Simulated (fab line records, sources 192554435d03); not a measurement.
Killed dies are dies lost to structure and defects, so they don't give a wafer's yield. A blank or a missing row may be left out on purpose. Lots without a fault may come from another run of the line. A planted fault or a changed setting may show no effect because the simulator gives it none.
Problem report in the 8D (eight disciplines) form, filled by code | flow n5_finfet | the parts of the form that need people (team, actions taken, sign-off) are left out

1. THE PROBLEM
run_length_s at N5_BEOL_M2_CO_CAP_55 reads a mean of 66.8 s on 2 wafers of 2 lots; wafers without a fault read 125.0 s with a standard deviation of 0.62. That is -94 standard deviations from the usual mean.
The step: material Co, precursor CCTBA/H2, target thk 2 nm, time 102.1 s.
First seen on wafer L862.2, day 8 08:37, on cvd_co-01. The record holds 31 wafers of 11 lots with a number at this step. Rule for "out", or "out of limits": more than 4 standard deviations from the usual mean. The other wafers with a number count as sound.

2. WHAT IT IS AND WHAT IT IS NOT
question                    | is               | is not
which readings at this step | run_length_s     | heater_power_w
which lots                  | L862, L863       | L858, L859, L860, L876, L877, L878, L879, L880, L881
which wafers of those lots  | L862.2, L863.2   | L862.1, L862.4, L863.5
read on which tools         | cvd_co-01        | cvd_co-02
when                        | from day 8 08:37 | up to then (11 sound wafers); but 18 sound wafers of L863, L876, L877, L878, L879, L880, L881 came after

3. SUSPECTS, AND WHAT RULES EACH OUT
Counting: a tool at a process step up to the reading stays a suspect if it ran every lot that is out. Sound lots after the first of them don't rule it out here, since some wafers of a struck lot are sound.
- cvd_co-01 at N5_BEOL_M2_CO_CAP_55 (material Co, precursor CCTBA/H2, target thk 2 nm, time 102.1 s): kept. It ran every lot that is out, first L862 (day 8 08:37); its last sound lot up to then is L860 (day 8 01:12). Its own readings are out on those wafers: run_length_s.
Left after counting: cvd_co-01 at N5_BEOL_M2_CO_CAP_55.

4. THE CAUSE (what the simulator had put in)
Process parameter drift: cvd_co-01, from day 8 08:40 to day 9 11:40, at N5_BEOL_M2_CO_CAP_55. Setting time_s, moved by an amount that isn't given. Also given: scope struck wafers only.
Counting left only this tool.

5. THE CHAIN OF EFFECTS, in route order
Each row: a reading whose mean over the struck wafers that have a number lies more than 3 standard deviations from the usual. Only readings for which the record gives a usual standard deviation are gone through. hours: the time from each lot's start at the first step in this table that gives one to its start at this step, as a median over the lots. sigmas: the change in usual standard deviations.
hours | step                 | reading      | usual   | on struck wafers | change | sigmas
0     | N5_BEOL_M2_CO_CAP_55 | run_length_s | 125.0 s | 66.8             | -58.2  | -94
The process steps in it:
- N5_BEOL_M2_CO_CAP_55: material Co, precursor CCTBA/H2, target thk 2 nm, time 102.1 s.
Readings that are blank on the struck wafers while sound wafers have them: susceptor_temp_C at N5_BEOL_M2_CO_CAP_55.
Later measuring or inspecting steps at which every struck wafer that the step has a row for has a number for every such reading, and none has moved that far: N5_BEOL_M2_RS_MEAS_58, N5_BEOL_M4_RC_MEAS_101.

6. WHAT WOULD HAVE CAUGHT IT SOONER
In this record the first reading out of limits was taken at day 8 08:37.
